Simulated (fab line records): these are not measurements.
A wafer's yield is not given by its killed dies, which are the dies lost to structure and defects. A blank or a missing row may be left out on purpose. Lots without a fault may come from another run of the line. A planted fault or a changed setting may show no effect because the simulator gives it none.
Which of the tools did it?	flow n5 finfet	12 lots with 36 wafers sampled at 4 steps, on a route of 1938 steps

## WHAT EACH GAUGE READ, for each wafer
N5_BEOL_M5_OCD_MEAS_38.
lot	measured	on	trench depth nm (nm)
L074	day 8 03:36	ocd-02	71.1 70.2 70.6
L077	day 8 19:17	ocd-01	70.6 70.8 70.3
L078	day 9 10:02	ocd-02	73.3 75.1 72.9
L081	day 9 17:41	ocd-01	71.3 71.0 71.1
L083	day 10 03:58	ocd-01	69.2 72.1 70.4
L087	day 11 08:19	ocd-01	71.3 71.1 73.2
L086	day 11 15:20	ocd-02	70.1 70.2 72.4
L089	day 12 10:29	ocd-02	68.7 69.4 69.0
L090	day 12 15:46	ocd-02	71.0 70.3 72.1
L093	day 12 16:13	ocd-02	73.6 72.6 73.2
L095	day 13 12:52	ocd-01	74.1 71.8 74.1
L097	day 14 03:34	ocd-02	73.9 75.3 74.4

## EACH LOT AND THE TOOL THAT RAN IT (in order: tool; ch and the chambers of the sampled wafers; start)
lot	N5_BEOL_M4_ANNEAL_80	N5_BEOL_M4_ANNEAL_51	N5_BEOL_M5_STRIP_19
L074	pvd sputter-02, day 7 20:04	rtp anneal-02 ch 0, day 7 21:43	rie diel-02 ch 0,1,3, day 8 01:40
L077	pvd sputter-03, day 8 11:38	rtp anneal-02 ch 0, day 8 13:25	rie diel-02 ch 0,2,3, day 8 17:06
L078	pvd sputter-02, day 9 02:16	rtp anneal-02 ch 0, day 9 04:13	rie diel-06 ch 2,3, day 9 09:04
L081	pvd sputter-02, day 9 10:14	rtp anneal-01 ch 0, day 9 11:59	rie diel-01 ch 0,1, day 9 16:40
L083	pvd sputter-02, day 9 17:58	rtp anneal-02 ch 0, day 9 23:22	rie diel-01 ch 0,2,3, day 10 02:55
L087	pvd sputter-01, day 11 00:20	rtp anneal-02 ch 0, day 11 02:05	rie diel-06 ch 1,2, day 11 06:41
L086	pvd sputter-01, day 11 06:55	rtp anneal-02 ch 0, day 11 08:37	rie diel-01 ch 1,3, day 11 12:49
L089	pvd sputter-03, day 12 01:22	rtp anneal-01 ch 0, day 12 03:08	rie diel-06 ch 0,1, day 12 09:30
L090	pvd sputter-02, day 12 05:10	rtp anneal-02 ch 0, day 12 06:55	rie diel-01 ch 1,2, day 12 11:44
L093	pvd sputter-03, day 12 06:47	rtp anneal-02 ch 0, day 12 08:26	rie diel-02 ch 0,2, day 12 12:26
L095	pvd sputter-01, day 13 05:10	rtp anneal-01 ch 0, day 13 06:58	rie diel-06 ch 0,1,2, day 13 11:56
L097	pvd sputter-01, day 13 20:44	rtp anneal-01 ch 0, day 13 22:24	rie diel-02 ch 0,2,3, day 14 01:57
- N5_BEOL_M4_ANNEAL_80: time 240 s.
- N5_BEOL_M4_ANNEAL_51: time 90 s.
- N5_BEOL_M5_STRIP_19: strips in O2.

## THE ANSWER, worked out from the rows above alone
Rule: what is usual is taken from the lots themselves. Put in order of their means at a reading, lots are off if they are a third of the lots or fewer, leave a main group of 4 or more, and stand apart from it by a gap of 3 or more times the standard deviation of the main group's means; of several such gaps the widest counts. If all means in a main group match to the digits the tables above print for the reading, that group is not used. Also off: a lot with no number at a reading for which 4 or more lots have one. Where the step has rows for the other lots, those lots are counted as sound.
None of the lots is off at any reading shown; this tells nothing.

## WHAT THE SIMULATOR HAD INSERTED
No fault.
